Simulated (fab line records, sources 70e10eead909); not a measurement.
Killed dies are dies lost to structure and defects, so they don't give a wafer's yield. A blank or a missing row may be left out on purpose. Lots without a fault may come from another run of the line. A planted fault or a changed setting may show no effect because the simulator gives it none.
A struck lot beside a sound one | flow nand_harc | 21 steps out of a route of 1302
Sound: wafers L393.1, L393.4, L393.6. Struck: wafer L387.6. The cause comes at the end.
At each step with rows: each side's tool, then ch and its chambers, then its first start. Under that, the readings that differ: sound wafers | struck wafers | difference of the means | sigmas: that difference in standard deviations of wafers without a fault.
alike: readings whose means differ by less than 2 such deviations, and words and numbers that are the same on both sides. not compared: withheld readings, readings that some wafer has no value for, bounds like >300 that may hide the same value, and numbers for which the record gives no deviation and whose values overlap.
The two part at a step that has a row with sigmas, a row that says differs or no value, or rows on one side only. Numbers that don't overlap but have no deviation are shown without sigmas and don't part them. A reading that every wafer of one side lacks parts them only if that side has two wafers or more.

first, 2 steps without rows for these wafers: NHARC_A_M0_PEB_07 (peb time 65 s); NHARC_A_M0_DEVELOP_08 (develop time 35 s).
NHARC_A_M0_CD_MEAS_09: target cd 80 nm.
  sound on cd_sem-01 ch 0, day 30 19:53; struck on cd_sem-03 ch 0, day 28 12:12
  alike: cd_nm
NHARC_A_M0_OVL_MEAS_10: pitch 160 nm.
  sound on overlay-02, day 30 19:59; struck on overlay-01, day 28 12:16
  alike: overlay_x_nm, overlay_y_nm
NHARC_A_M0_INSPECT_11:
  sound on defect_inspect-02, day 30 20:01; struck on defect_inspect-01, day 28 12:19
  alike: raw_defect_count
NHARC_A_M0_DESCUM_14: chemistry O2, time 3 s.
  sound on rie_diel-10 ch 0,2, day 30 20:05; struck on rie_diel-10 ch 2, day 28 12:24
  alike: drypump_motor_current_A, oes_product_au, rf_vpp_V, showerhead_plenum_p_Torr, throttle_valve_pct
  not compared: rf_hours_counter_h
NHARC_A_M0_ETCH_34: etches the open film in N2/H2, target depth 40 nm, overetch 12 nm, time 43.94 s.
  sound on rie_diel-10 ch 0,3, day 30 20:10; struck on rie_diel-10 ch 1, day 28 12:29
  reading                         | sound             | struck | difference | sigmas
  rf_vpp_V (V)                    | 431.0 434.9 434.1 | 425.6  | -7.7       | -3
  showerhead_plenum_p_Torr (Torr) | 2.02 2.15 2.15    | 1.88   | -0.23      | -2
  alike: bias_w, drypump_motor_current_A, h2_flow_sccm, oes_product_au, throttle_valve_pct
  not compared: rf_hours_counter_h
then, 1 step without rows for these wafers: NHARC_A_M0_ETCH_15 (etches the open film in C4F8/Ar, target depth 150 nm, overetch 15 nm, time 82.5 s).
NHARC_A_M0_CD_MEAS_16:
  sound on cd_sem-03, day 30 20:23; struck on cd_sem-02, day 28 12:41
  alike: cd_nm
then, 2 steps without rows for these wafers: NHARC_A_M0_STRIP_18 (strips in N2/H2); NHARC_A_M0_STRIP_19 (strips in post etch residue remover, time 600 s).
NHARC_A_M0_DEGAS_28: time 60 s.
  sound on pvd_sputter-03, day 30 21:02; struck on pvd_sputter-02, day 28 13:19
  alike: heater_power_w
NHARC_A_M0_PRE_CLEAN_29: time 30 s.
  sound on pvd_sputter-03, day 30 21:05; struck on pvd_sputter-02, day 28 13:22
  alike: heater_power_w
then, 1 step without rows for these wafers: NHARC_A_M0_PVD_20 (deposits TaN, target thk 5 nm, time 8.06 s).
NHARC_A_M0_PVD_21: deposits Cu, target thk 30 nm, time 20.49 s.
  sound on pvd_sputter-03; struck on pvd_sputter-02
  alike: throttle_valve_pct
then, 1 step without rows for these wafers: NHARC_A_M0_ECD_22 (material Cu, target thk 400 nm).
NHARC_A_M0_ANNEAL_30: time 90 s.
  sound on rtp_anneal-01 ch 0, day 30 21:46; struck on rtp_anneal-01 ch 0, day 28 14:17
  alike: anneal_temp_c_max, wafer_temp_C_max
then, 1 step without rows for these wafers: NHARC_A_M0_CMP_23 (polishes, t overpolish 20 s, target thk 113.75 nm).
NHARC_A_M0_THK_MEAS_24: measures by xrf.
  sound on film_metro-01, day 30 22:25; struck on film_metro-01, day 28 14:41
  alike: thk_nm
then, 1 step without rows for these wafers: NHARC_A_M0_SRD_25.
-- the record jumps here: 2 days lie between the struck wafers' starts before and after (it left off in module A_M0 and takes up again in module END, whose first step shown is number 1302 of the route) --
NHARC_END_SORT_01:
  sound on prober-01 ch 0, day 32 21:13; struck on prober-02 ch 0, day 30 17:50
  reading                  | sound    | struck | difference | sigmas
  defect_limited_yield (%) | 95 95 96 | 78     | -17        | -4
  killed_at_array          | 31 31 24 | 146    | +117       | +4
  killed_dies              | 34 32 27 | 148    | +117       | +4
  alike: killed_at_other, killed_at_periphery, killed_open, killed_short

WHERE THEY PART
First at NHARC_A_M0_ETCH_34; last, within this record, at NHARC_END_SORT_01.

WHY: what the simulator had put in
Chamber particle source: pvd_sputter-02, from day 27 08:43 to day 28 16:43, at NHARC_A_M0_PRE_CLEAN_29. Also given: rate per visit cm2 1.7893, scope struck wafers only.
